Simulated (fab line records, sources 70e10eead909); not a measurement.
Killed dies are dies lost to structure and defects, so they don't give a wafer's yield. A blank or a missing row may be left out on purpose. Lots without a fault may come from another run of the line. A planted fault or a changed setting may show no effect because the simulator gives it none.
Which tool did it? | flow nand_harc | 15 lots, 45 wafers sampled, at 2 steps of a route of 1159

WHAT THE GAUGES READ, wafer by wafer
NHARC_P_GATE_CD_MEAS_59: target cd 720 nm.
lot  | measured     | on        | cd_nm (nm)
L123 | day 5 06:34  | cd_sem-03 | 722.6 723.3 726.8
L125 | day 5 19:25  | cd_sem-01 | 719.0 723.4 718.7
L126 | day 6 06:19  | cd_sem-01 | 723.4 723.8 722.1
L127 | day 6 16:53  | cd_sem-01 | 717.6 720.8 720.4
L128 | day 6 22:34  | cd_sem-02 | 723.0 723.5 724.6
L131 | day 7 03:33  | cd_sem-01 | 721.4 720.3 722.4
L130 | day 7 04:03  | cd_sem-01 | 722.0 723.1 723.7
L129 | day 7 04:56  | cd_sem-03 | 721.0 720.2 717.9
L133 | day 7 22:46  | cd_sem-03 | 721.4 719.1 719.1
L132 | day 7 23:18  | cd_sem-02 | 719.4 719.4 721.3
L138 | day 9 06:05  | cd_sem-01 | 720.3 719.2 725.0
L139 | day 9 12:48  | cd_sem-03 | 720.9 717.2 720.5
L140 | day 9 13:23  | cd_sem-02 | 718.5 721.4 718.6
L141 | day 9 21:01  | cd_sem-02 | 721.7 723.7 721.2
L144 | day 10 17:25 | cd_sem-02 | 718.2 714.8 718.0

WHICH TOOL RAN EACH LOT (tool, then ch and the chambers of the sampled wafers, then the start)
lot  | NHARC_P_GATE_STRIP_75
L123 | plasma_asher-02 ch 0,1, day 5 05:38
L125 | plasma_asher-01 ch 0,1, day 5 18:30
L126 | plasma_asher-01 ch 0,1, day 6 05:31
L127 | plasma_asher-01 ch 0,1, day 6 15:55
L128 | plasma_asher-02 ch 0,1, day 6 21:38
L131 | plasma_asher-01 ch 0,1, day 7 02:34
L130 | plasma_asher-02 ch 0,1, day 7 03:08
L129 | plasma_asher-02 ch 0,1, day 7 04:01
L133 | plasma_asher-01 ch 0,1, day 7 21:57
L132 | plasma_asher-02 ch 0,1, day 7 22:30
L138 | plasma_asher-01 ch 0,1, day 9 05:18
L139 | plasma_asher-02 ch 0,1, day 9 11:52
L140 | plasma_asher-02 ch 0,1, day 9 12:37
L141 | plasma_asher-01 ch 0,1, day 9 20:13
L144 | plasma_asher-02 ch 0,1, day 10 16:38
- NHARC_P_GATE_STRIP_75: strips in O2.

WHAT THE TOOLS THEMSELVES READ (means of the sampled wafers that have a number; where no wafer has one, the mark that the record gives instead)
NHARC_P_GATE_STRIP_75.
lot  | tool            | drypump_motor_current_A (A) | heater_power_w (W)
L123 | plasma_asher-02 | 5.6                         | 350
L125 | plasma_asher-01 | 5.6                         | 313
L126 | plasma_asher-01 | 5.6                         | 336
L127 | plasma_asher-01 | 5.7                         | 335
L128 | plasma_asher-02 | 5.6                         | 343
L131 | plasma_asher-01 | 5.6                         | 320
L130 | plasma_asher-02 | 5.6                         | 345
L129 | plasma_asher-02 | 5.6                         | 349
L133 | plasma_asher-01 | 5.7                         | 334
L132 | plasma_asher-02 | 5.8                         | 332
L138 | plasma_asher-01 | 5.6                         | 322
L139 | plasma_asher-02 | 5.6                         | 332
L140 | plasma_asher-02 | 5.6                         | 333
L141 | plasma_asher-01 | 5.6                         | 335
L144 | plasma_asher-02 | 5.6                         | 333

THE ANSWER, worked out from the rows above alone
Rule: what is usual is taken from the lots themselves. Put in order of their means at a reading, lots are off if they are a third of the lots or fewer, leave a main group of 4 or more, and stand apart from it by a gap of 3 or more times the standard deviation of the main group's means; of several such gaps the widest counts. A main group whose means are all the same, to the digits that the tables above print for the reading, isn't used. A lot without any number at a reading at which 4 lots or more have one is off too. The other lots that the step has rows for count as sound. The gauges are gone through in route order, then the tools' own readings, and for those a lot's mean is taken as printed above. The first step at which some lot is off is used, and at that step the reading that is off furthest; a lot without a number counts as furthest.
No lot is off at any reading shown: from this, nothing can be told.

WHAT THE SIMULATOR HAD PUT IN
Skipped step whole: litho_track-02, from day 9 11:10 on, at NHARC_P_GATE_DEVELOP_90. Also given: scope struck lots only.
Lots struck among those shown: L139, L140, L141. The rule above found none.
